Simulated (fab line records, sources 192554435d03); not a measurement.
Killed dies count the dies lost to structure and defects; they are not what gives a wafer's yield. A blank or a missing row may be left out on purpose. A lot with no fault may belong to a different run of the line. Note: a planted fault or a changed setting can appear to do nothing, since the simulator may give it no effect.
Matching of chambers :: flow n5Finfet :: N5_HKMG_FIN_NWFM_ALD_20 on aldMetal-02: 4 sister chambers
The step deposits TiAlC, target thk 2 nm, pulse time 3 s, purge time 2 s. 16 wafers are shown with their chamber, then 8 later ones without.

WAFERS WITH THEIR CHAMBER
wafer: L147.1
chamber: 1
heaterPowerW (W): 490
precursorPulseHeightRel: 1.012

wafer: L147.4
chamber: 3
heaterPowerW (W): 487
precursorPulseHeightRel: 0.994

wafer: L147.5
chamber: 2
heaterPowerW (W): 426
precursorPulseHeightRel: 0.978

wafer: L148.3
chamber: 1
heaterPowerW (W): 507
precursorPulseHeightRel: 1.009

wafer: L148.5
chamber: 2
heaterPowerW (W): 421
precursorPulseHeightRel: 1.013

wafer: L148.6
chamber: 3
heaterPowerW (W): 493
precursorPulseHeightRel: 0.999

wafer: L149.1
chamber: 3
heaterPowerW (W): 494
precursorPulseHeightRel: 0.964

wafer: L149.2
chamber: 0
heaterPowerW (W): 502
precursorPulseHeightRel: 1.015

wafer: L149.5
chamber: 0
heaterPowerW (W): 508
precursorPulseHeightRel: 1.006

wafer: L153.3
chamber: 1
heaterPowerW (W): 482
precursorPulseHeightRel: 1.054

wafer: L153.5
chamber: 1
heaterPowerW (W): 494
precursorPulseHeightRel: 0.993

wafer: L153.6
chamber: 2
heaterPowerW (W): 437
precursorPulseHeightRel: 0.969

wafer: L163.1
chamber: 0
heaterPowerW (W): 512
precursorPulseHeightRel: 1.016

wafer: L163.2
chamber: 3
heaterPowerW (W): 499
precursorPulseHeightRel: 0.987

wafer: L163.3
chamber: 1
heaterPowerW (W): 486
precursorPulseHeightRel: 0.992

wafer: L164.1
chamber: 2
heaterPowerW (W): 443
precursorPulseHeightRel: 1.018

SIGNATURES (means of the wafers above)
reading: heaterPowerW
chamber 0: 507.33
chamber 1: 491.80
chamber 2: 431.75
chamber 3: 493.25
scatter within a chamber: 8.14

reading: precursorPulseHeightRel
chamber 0: 1.01233
chamber 1: 1.01200
chamber 2: 0.99450
chamber 3: 0.98600
scatter within a chamber: 0.0207
Rule: a wafer lies at a distance from a chamber equal to the root of the sum of squares, over the readings, of (its reading less the chamber's mean, divided by the reading's scatter). If the next closest chamber is less than 2 further off than the closest, the wafer can't be placed; otherwise it belongs to the closest. The scatter: take each reading less its chamber's mean, square it, sum over the shown wafers, divide by the number of wafers less the number of chambers, and take the root.

WAFERS WHOSE CHAMBER IS MISSING
wafer: L164.3
heaterPowerW (W): 482
precursorPulseHeightRel: 1.008

wafer: L164.5
heaterPowerW (W): 490
precursorPulseHeightRel: 1.022

wafer: L165.1
heaterPowerW (W): 509
precursorPulseHeightRel: 1.020

wafer: L165.4
heaterPowerW (W): 485
precursorPulseHeightRel: 0.993

wafer: L165.5
heaterPowerW (W): 498
precursorPulseHeightRel: 0.981

wafer: L166.2
heaterPowerW (W): 492
precursorPulseHeightRel: 0.975

wafer: L166.3
heaterPowerW (W): 476
precursorPulseHeightRel: 0.992

wafer: L166.6
heaterPowerW (W): 497
precursorPulseHeightRel: 0.994

EACH ONE'S CHAMBER
wafer: L164.3
from the rows above: can't be placed: 1 or 3 or 0
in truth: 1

wafer: L164.5
from the rows above: can't be placed: 1 or 3 or 0
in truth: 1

wafer: L165.1
from the rows above: can't be placed: 0 or 1
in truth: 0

wafer: L165.4
from the rows above: can't be placed: 3 or 1 or 0
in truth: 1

wafer: L165.5
from the rows above: can't be placed: 3 or 1 or 0
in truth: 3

wafer: L166.2
from the rows above: can't be placed: 3 or 1
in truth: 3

wafer: L166.3
from the rows above: can't be placed: 3 or 1 or 0
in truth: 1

wafer: L166.6
from the rows above: can't be placed: 3 or 1 or 0
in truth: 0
0 of 8 placed correctly. Not placeable from these rows: 8 (in 8, the candidates include the true chamber). Wrongly placed: 0.
